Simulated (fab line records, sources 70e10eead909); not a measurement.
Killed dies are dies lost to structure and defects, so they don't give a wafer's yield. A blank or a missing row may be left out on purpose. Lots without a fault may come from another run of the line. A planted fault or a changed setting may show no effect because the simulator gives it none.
Which tool did it? | flow nand_harc | 13 lots, 39 wafers sampled, at 6 steps of a route of 1302

WHAT THE GAUGES READ, wafer by wafer
NHARC_P_M1_THK_MEAS_24: measures by xrf. Usual: thk_nm 157.8 nm, standard deviation 1.4.
lot  | measured     | on            | thk_nm (nm)       | flag
L810 | day 6 23:00  | film_metro-02 | 159.5 158.9 158.4 |
L811 | day 7 02:32  | film_metro-02 | 158.4 160.1 158.6 |
L813 | day 8 02:30  | film_metro-01 | 159.7 158.6 157.6 |
L814 | day 8 07:04  | film_metro-02 | 156.8 159.7 158.4 |
L816 | day 9 05:09  | film_metro-01 | 155.4 156.1 160.2 |
L817 | day 9 18:25  | film_metro-02 | 157.4 158.5 156.1 |
L818 | day 10 07:21 | film_metro-02 | 158.6 158.3 160.6 |
L819 | day 10 09:31 | film_metro-01 | 158.2 159.1 160.6 |
L824 | day 12 10:35 | film_metro-01 | 155.6 158.5 155.7 |
L825 | day 12 23:17 | film_metro-01 | 157.5 159.6 158.2 |
L826 | day 13 10:47 | film_metro-02 | 158.0 160.0 156.7 |
L830 | day 15 05:30 | film_metro-01 | 158.8 159.2 158.0 |
L832 | day 15 20:21 | film_metro-01 | 158.4 157.7 156.9 |

NHARC_P_M2_CD_MEAS_09: target cd 170 nm. Usual: cd_nm 170.1 nm, standard deviation 0.58.
lot  | measured     | on        | cd_nm (nm)        | flag
L810 | day 7 00:28  | cd_sem-03 | 169.8 169.7 170.4 |
L811 | day 7 04:05  | cd_sem-03 | 169.9 169.3 169.4 |
L813 | day 8 04:03  | cd_sem-01 | 170.3 170.2 170.3 |
L814 | day 8 08:37  | cd_sem-03 | 169.3 170.1 169.7 |
L816 | day 9 06:42  | cd_sem-02 | 169.7 170.2 169.3 |
L817 | day 9 19:57  | cd_sem-03 | 170.1 170.4 170.1 |
L818 | day 10 08:53 | cd_sem-01 | 170.8 171.1 170.8 |
L819 | day 10 10:56 | cd_sem-03 | 171.0 171.0 170.5 |
L824 | day 12 12:53 | cd_sem-02 | 169.6 170.3 170.3 |
L825 | day 13 00:49 | cd_sem-02 | 170.1 171.3 170.3 |
L826 | day 13 12:18 | cd_sem-02 | 190.5 190.2 191.2 | OFF
L830 | day 15 07:02 | cd_sem-02 | 191.5 191.7 191.5 | OFF
L832 | day 15 21:54 | cd_sem-03 | 170.8 169.5 170.2 |

NHARC_P_M2_INSPECT_11. Usual: raw_defect_count 5.1, standard deviation 2.8.
lot  | measured     | on                | raw_defect_count | flag
L810 | day 7 00:35  | defect_inspect-02 | 4 4 5            |
L811 | day 7 04:13  | defect_inspect-02 | 8 9 13           |
L813 | day 8 04:10  | defect_inspect-01 | 16 8 7           |
L814 | day 8 08:44  | defect_inspect-01 | 3 4 1            |
L816 | day 9 06:50  | defect_inspect-01 | 6 5 3            |
L817 | day 9 20:05  | defect_inspect-02 | 7 6 1            |
L818 | day 10 09:01 | defect_inspect-01 | 3 5 2            |
L819 | day 10 11:03 | defect_inspect-01 | 4 1 1            |
L824 | day 12 13:01 | defect_inspect-02 | 3 4 3            |
L825 | day 13 00:57 | defect_inspect-01 | 8 3 6            |
L826 | day 13 12:26 | defect_inspect-01 | 6 1 5            |
L830 | day 15 07:10 | defect_inspect-01 | 5 9 9            |
L832 | day 15 22:01 | defect_inspect-01 | 4 5 5            |

NHARC_END_SORT_01. Usual: killed_at_array 60, standard deviation 21; killed_at_other 1.0, standard deviation 1.2; killed_at_periphery 4.2, standard deviation 2.8; killed_dies 65, standard deviation 20; killed_open 3.1, standard deviation 1.8; killed_short 2.6, standard deviation 1.6.
lot  | measured     | on        | killed_at_array | killed_at_other | killed_at_periphery | killed_dies | killed_open | killed_short | flag
L813 | day 25 17:26 | prober-02 | 78 75 54        | 3 1 2           | 9 5 4               | 90 81 60    | 2 1 0       | 6 4 1        |
L826 | day 31 03:18 | prober-01 | 61 89 66        | 5 3 4           | 2 0 3               | 68 92 73    | 1 2 1       | 1 1 5        |

WHICH TOOL RAN EACH LOT (tool, then ch and the chambers of the sampled wafers, then the start)
lot  | NHARC_P_M1_PRE_CLEAN_32        | NHARC_P_M2_PEB_07
L810 | pecvd-01 ch 0,1, day 6 23:14   | litho_track-04 ch 0, day 7 00:23
L811 | pecvd-04 ch 0,1,2, day 7 02:47 | litho_track-06 ch 0, day 7 04:00
L813 | pecvd-03 ch 0,1,2, day 8 02:45 | litho_track-01 ch 0, day 8 03:58
L814 | pecvd-03 ch 1,2, day 8 07:17   | litho_track-04 ch 0, day 8 08:32
L816 | pecvd-04 ch 0,1,2, day 9 05:22 | litho_track-01 ch 0, day 9 06:37
L817 | pecvd-01 ch 0,1,2, day 9 18:39 | litho_track-06 ch 0, day 9 19:53
L818 | pecvd-03 ch 0,1, day 10 07:36  | litho_track-01 ch 0, day 10 08:49
L819 | pecvd-03 ch 0,2, day 10 09:44  | litho_track-01 ch 0, day 10 10:51
L824 | pecvd-03 ch 0,1, day 12 11:34  | litho_track-01 ch 0, day 12 12:49
L825 | pecvd-01 ch 0,1, day 12 23:30  | litho_track-01 ch 0, day 13 00:44
L826 | pecvd-03 ch 1,2, day 13 11:01  | litho_track-01 ch 0, day 13 12:13
L830 | pecvd-01 ch 0,2, day 15 05:44  | litho_track-01 ch 0, day 15 06:58
L832 | pecvd-01 ch 1,2, day 15 20:35  | litho_track-04 ch 0, day 15 21:49
- NHARC_P_M1_PRE_CLEAN_32: time 12 s.
- NHARC_P_M2_PEB_07: peb time 65 s.

WHAT THE TOOLS THEMSELVES READ (means of the sampled wafers that have a number; where no wafer has one, the mark that the record gives instead)
NHARC_P_M1_PRE_CLEAN_32. Usual: heater_power_w 576 W, standard deviation 51.
lot  | tool     | heater_power_w (W) | flag
L810 | pecvd-01 | 530                |
L811 | pecvd-04 | 537                |
L813 | pecvd-03 | 601                |
L814 | pecvd-03 | 585                |
L816 | pecvd-04 | 589                |
L817 | pecvd-01 | 551                |
L818 | pecvd-03 | 595                |
L819 | pecvd-03 | 648                |
L824 | pecvd-03 | 607                |
L825 | pecvd-01 | 583                |
L826 | pecvd-03 | 610                |
L830 | pecvd-01 | 545                |
L832 | pecvd-01 | 578                |

NHARC_P_M2_PEB_07. Usual: heater_power_total_W 156.6 W, standard deviation 0.42; plate_temp_C 100.01 C, standard deviation 0.12.
lot  | tool           | heater_power_total_W (W) | plate_temp_C (C) | flag
L810 | litho_track-04 | 156.1                    | 99.91            |
L811 | litho_track-06 | 156.4                    | 100.06           |
L813 | litho_track-01 | 156.6                    | 99.97            |
L814 | litho_track-04 | 156.7                    | 100.21           |
L816 | litho_track-01 | 156.5                    | 100.12           |
L817 | litho_track-06 | 157.0                    | 100.05           |
L818 | litho_track-01 | 156.3                    | 99.91            |
L819 | litho_track-01 | 156.5                    | 99.99            |
L824 | litho_track-01 | 156.6                    | 100.12           |
L825 | litho_track-01 | 156.3                    | 100.07           |
L826 | litho_track-01 | 171.8                    | 106.84           | OFF
L830 | litho_track-01 | 171.1                    | 106.89           | OFF
L832 | litho_track-04 | 157.1                    | 100.09           |

THE ANSWER, worked out from the rows above alone
Rule: a lot is off if the mean of its wafers that have a number lies more than 3 standard deviations from the usual mean. A lot without any number at a reading at which 4 lots or more have one is off too. The other lots that the step has rows for count as sound. The gauges are gone through in route order, then the tools' own readings, and for those a lot's mean is taken as printed above. The first step at which some lot is off is used, and at that step the reading that is off furthest; a lot without a number counts as furthest.
Off: L826, L830, at NHARC_P_M2_CD_MEAS_09 (cd_nm).
A tool fits if, at a process step before that reading, it ran every lot that is off, and no sound lot after the first of them. The gauges at NHARC_P_M2_CD_MEAS_09 aren't tried: what is off there is off at NHARC_P_M2_PEB_07 too, on other tools, and a gauge's error can't cause that. One fits: litho_track-01 at NHARC_P_M2_PEB_07. Its last sound lot is L825 (day 13 00:44), its first lot that is off L826 (day 13 12:13): a fault that began between those two fits.
The tool's own readings at NHARC_P_M2_PEB_07 bear it out: on the lots that are off they differ by more than 5 times the standard deviation of the sound lots' means. heater_power_total_W reads 171.4 W there against 156.6 W on the sound lots; plate_temp_C reads 106.87 C there against 100.05 C on the sound lots.

WHAT THE SIMULATOR HAD PUT IN
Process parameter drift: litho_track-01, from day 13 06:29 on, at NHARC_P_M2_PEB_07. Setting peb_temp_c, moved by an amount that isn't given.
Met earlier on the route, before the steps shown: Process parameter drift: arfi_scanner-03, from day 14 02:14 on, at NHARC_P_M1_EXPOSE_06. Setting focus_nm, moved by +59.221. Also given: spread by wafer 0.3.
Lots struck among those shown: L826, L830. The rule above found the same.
